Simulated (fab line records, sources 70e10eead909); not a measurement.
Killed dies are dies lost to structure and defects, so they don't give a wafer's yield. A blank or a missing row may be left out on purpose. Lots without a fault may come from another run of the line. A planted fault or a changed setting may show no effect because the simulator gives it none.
A struck lot beside a sound one | flow nand_harc | 42 steps out of a route of 1302
Sound: wafers L671.3, L671.4, L671.6. Struck: wafer L682.4. (L682.2, L682.5 of the same lot were not struck and are left out.) The cause comes at the end.
At each step with rows: each side's tool, then ch and its chambers, then its first start. Under that, the readings that differ: sound wafers | struck wafers | difference of the means | sigmas: that difference in standard deviations of wafers without a fault.
alike: readings whose means differ by less than 2 such deviations, and words and numbers that are the same on both sides. not compared: withheld readings, readings that some wafer has no value for, bounds like >300 that may hide the same value, and numbers for which the record gives no deviation and whose values overlap.
The two part at a step that has a row with sigmas, a row that says differs or no value, or rows on one side only. Numbers that don't overlap but have no deviation are shown without sigmas and don't part them. A reading that every wafer of one side lacks parts them only if that side has two wafers or more.

first, 1 step without rows for these wafers: NHARC_P_STI_HARDBAKE_13 (time 65 s).
NHARC_P_STI_DESCUM_14: chemistry O2, time 3 s.
  sound on rie_diel-05 ch 0,1,2, day 2 22:35; struck on rie_diel-05 ch 1, day 7 12:14
  alike: drypump_motor_current_A, oes_product_au, rf_vpp_V, showerhead_plenum_p_Torr, throttle_valve_pct
  not compared: rf_hours_counter_h
NHARC_P_STI_ETCH_42: etches the open film in N2/H2, target depth 80 nm, overetch 24 nm, time 61 s.
  sound on rie_diel-05 ch 0,1,3, day 2 22:40; struck on rie_diel-05 ch 3, day 7 12:20
  reading                | sound                | struck | difference | sigmas
  throttle_valve_pct (%) | 14.168 14.193 14.176 | 14.154 | -0.025     | -3
  alike: drypump_motor_current_A, oes_product_au, rf_vpp_V, showerhead_plenum_p_Torr
  not compared: rf_hours_counter_h
NHARC_P_STI_ETCH_31: etches the open film in CF4/CHF3, target depth 108.9 nm, time 54.5 s.
  sound on rie_diel-05 ch 2,3; struck on rie_diel-05 ch 0
  alike: drypump_motor_current_A, oes_product_au, rf_vpp_V, showerhead_plenum_p_Torr, throttle_valve_pct
  not compared: rf_hours_counter_h
then, 1 step without rows for these wafers: NHARC_P_STI_ETCH_15 (etches the open film in HBr/Cl2, target depth 300 nm, time 100.1 s).
NHARC_P_STI_CD_MEAS_16:
  sound on cd_sem-01, day 2 23:02; struck on cd_sem-01, day 7 12:42
  alike: cd_nm
NHARC_P_STI_OCD_MEAS_17:
  sound on ocd-01, day 2 23:07; struck on ocd-02, day 7 12:47
  alike: trench_depth_nm, trench_foot_cd_nm
then, 3 steps without rows for these wafers: NHARC_P_STI_STRIP_19 (strips in SPM, time 900 s); NHARC_P_STI_PRECLEAN_32 (cleans in SC1); NHARC_P_STI_SRD_23.
NHARC_P_STI_OCD_MEAS_43:
  sound on ocd-01, day 2 23:37; struck on ocd-01, day 7 13:17
  reading              | sound       | struck | difference | sigmas
  trench_depth_nm (nm) | 303 307 304 | 294    | -11        | -2
  alike: trench_foot_cd_nm
then, 1 step without rows for these wafers: NHARC_P_STI_OXIDE_33 (material SiO2, target thk 10 nm, ox time 281 s).
NHARC_P_STI_HDPCVD_20: deposits SiO2.
  sound on hdpcvd-01 ch 0,1, day 3 07:23; struck on hdpcvd-01 ch 1, day 7 21:11
then, 1 step without rows for these wafers: NHARC_P_STI_ANNEAL_34 (time 1800 s).
NHARC_P_STI_CMP_21: polishes, t overpolish 20 s, target thk 380.67 nm.
  sound on cmp-04 ch 1,2,3, day 3 15:44; struck on cmp-04 ch 2, day 8 06:55
  reading              | sound                | struck | difference | sigmas
  overpolish_run_s (s) | 19.993 20.003 19.996 | 20.020 | +0.023     | +3
  alike: motor_current_A
then, 7 steps without rows for these wafers: NHARC_P_STI_SRD_35; NHARC_P_STI_ETCH_36 (etches SiO2 in dHF, target depth 38.8 nm); NHARC_P_STI_STRIP_24 (strips Si3N4 in H3PO4); NHARC_P_STI_ETCH_37 (etches SiO2 in dHF, target depth 11 nm); NHARC_P_STI_PRECLEAN_38 (cleans in SC1); NHARC_P_STI_SRD_39; NHARC_P_STI_OXIDE_40 (material SiO2, target thk 10 nm, ox time 1362 s).
NHARC_P_STI_INSPECT_25:
  sound on defect_inspect-01, day 3 23:26; struck on defect_inspect-01, day 8 16:12
  alike: raw_defect_count
then, 12 steps without rows for these wafers: NHARC_P_GATE_ETCH_69 (etches SiO2 in dHF, target depth 14 nm); NHARC_P_GATE_PRECLEAN_70 (cleans in SC1); NHARC_P_GATE_SRD_01; NHARC_P_GATE_OXIDE_02 (material SiO2, target thk 37.5 nm, ox time 365 s); NHARC_P_GATE_DEHYDRATE_03 (time 120 s); NHARC_P_GATE_HMDS_04 (time 30 s); NHARC_P_GATE_COAT_05; NHARC_P_GATE_SOFTBAKE_06 (time 95 s); NHARC_P_GATE_EBR_07; NHARC_P_GATE_EXPOSE_08 (exposes mask P HV); NHARC_P_GATE_PEB_09 (peb time 85 s); NHARC_P_GATE_DEVELOP_10 (time 70 s).
NHARC_P_GATE_CD_MEAS_11: target cd 1640 nm.
  the record has rows for the sound wafers here (cd_sem-01 ch 0, day 4 08:40) and none for the struck ones
then, 1 step without rows for these wafers: NHARC_P_GATE_HARDBAKE_12 (time 80 s).
NHARC_P_GATE_DESCUM_13: chemistry O2, time 3 s.
  the record has rows for the sound wafers here (rie_diel-13 ch 0,2,3, day 4 08:50) and none for the struck ones
then, 3 steps without rows for these wafers: NHARC_P_GATE_ETCH_14 (etches SiO2 in dHF, target depth 48.8 nm); NHARC_P_GATE_STRIP_15 (strips in SPM, time 780 s); NHARC_P_GATE_PRECLEAN_71 (cleans in SC1).
-- the record jumps here: 20 days lie between the struck wafers' starts before and after (it left off in module P_GATE and takes up again in module END, whose first step shown is number 1302 of the route) --
NHARC_END_SORT_01:
  sound on prober-01 ch 0, day 25 05:16; struck on prober-01 ch 0, day 29 00:25
  reading             | sound    | struck | difference | sigmas
  killed_at_array     | 48 77 60 | 22     | -40        | -2
  killed_at_periphery | 2 3 2    | 655    | +653       | +99 or more
  killed_dies         | 50 80 62 | 677    | +613       | +32
  alike: killed_at_other, killed_open, killed_short

WHERE THEY PART
First at NHARC_P_STI_ETCH_42; last, within this record, at NHARC_END_SORT_01.

WHY: what the simulator had put in
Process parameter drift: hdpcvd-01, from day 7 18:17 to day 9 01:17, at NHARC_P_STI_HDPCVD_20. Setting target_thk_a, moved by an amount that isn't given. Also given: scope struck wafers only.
